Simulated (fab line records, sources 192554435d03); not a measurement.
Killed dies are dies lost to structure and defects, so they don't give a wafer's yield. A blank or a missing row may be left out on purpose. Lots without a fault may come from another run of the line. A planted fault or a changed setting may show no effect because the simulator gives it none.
Chamber matching | flow n5_finfet | N5_BEOL_M15_ETCH_57 on rie_diel-04: 4 sister chambers
The step etches SOC in N2/H2, time 750 s. 14 wafers are shown with their chamber, then 7 later ones without.

WAFERS WITH THEIR CHAMBER
wafer  | chamber | showerhead_plenum_p_Torr (Torr) | drypump_motor_current_A (A) | oes_product_au (a.u.)
L074.3 | 2       | 2.32                            | 5.84                        | 0.73
L074.4 | 3       | 2.45                            | 6.02                        | 0.75
L074.6 | 2       | 2.32                            | 5.83                        | 0.73
L081.1 | 3       | 2.44                            | 5.98                        | 0.75
L081.3 | 2       | 2.32                            | 5.82                        | 0.72
L081.4 | 3       | 2.44                            | 6.00                        | 0.75
L087.2 | 1       | 2.72                            | 5.10                        | 0.97
L087.4 | 2       | 2.31                            | 5.84                        | 0.70
L087.5 | 1       | 2.72                            | 5.13                        | 0.97
L091.2 | 2       | 2.31                            | 5.83                        | 0.70
L091.5 | 2       | 2.31                            | 5.82                        | 0.70
L091.6 | 3       | 2.43                            | 6.01                        | 0.73
L093.1 | 0       | 2.48                            | 5.20                        | 0.89
L093.3 | 3       | 2.43                            | 6.04                        | 0.72

SIGNATURES (means of the wafers above)
reading                  | chamber 0 | chamber 1 | chamber 2 | chamber 3 | scatter within a chamber
showerhead_plenum_p_Torr | 2.4800    | 2.7200    | 2.3150    | 2.4380    | 0.00656
drypump_motor_current_A  | 5.2000    | 5.1150    | 5.8300    | 6.0100    | 0.0169
oes_product_au           | 0.8900    | 0.9700    | 0.7133    | 0.7400    | 0.0139
Rule: a wafer's distance from a chamber is the root of the sum, over the readings, of the square of ((its reading less the chamber's mean) divided by the reading's scatter). The wafer belongs to the nearest chamber; if the next one is less than 2 further off, it can't be placed. The scatter: the root of (the sum of the squares of (reading less its chamber's mean) over the shown wafers, divided by (wafers less chambers)).

WAFERS WITHOUT THEIR CHAMBER
wafer  | showerhead_plenum_p_Torr (Torr) | drypump_motor_current_A (A) | oes_product_au (a.u.)
L093.6 | 2.48                            | 5.21                        | 0.88
L092.1 | 2.43                            | 6.05                        | 0.72
L092.2 | 2.48                            | 5.20                        | 0.88
L092.4 | 2.71                            | 5.15                        | 0.93
L095.4 | 2.48                            | 5.20                        | 0.88
L095.5 | 2.71                            | 5.07                        | 0.92
L095.6 | 2.48                            | 5.21                        | 0.87

WHICH CHAMBER EACH WENT THROUGH
wafer  | from the rows above | in truth
L093.6 | 0                   | 0
L092.1 | 3                   | 3
L092.2 | 0                   | 0
L092.4 | 1                   | 1
L095.4 | 0                   | 0
L095.5 | 1                   | 1
L095.6 | 0                   | 0
Placed correctly: 7 of 7. Can't be placed from these rows: 0. Placed wrongly: 0.
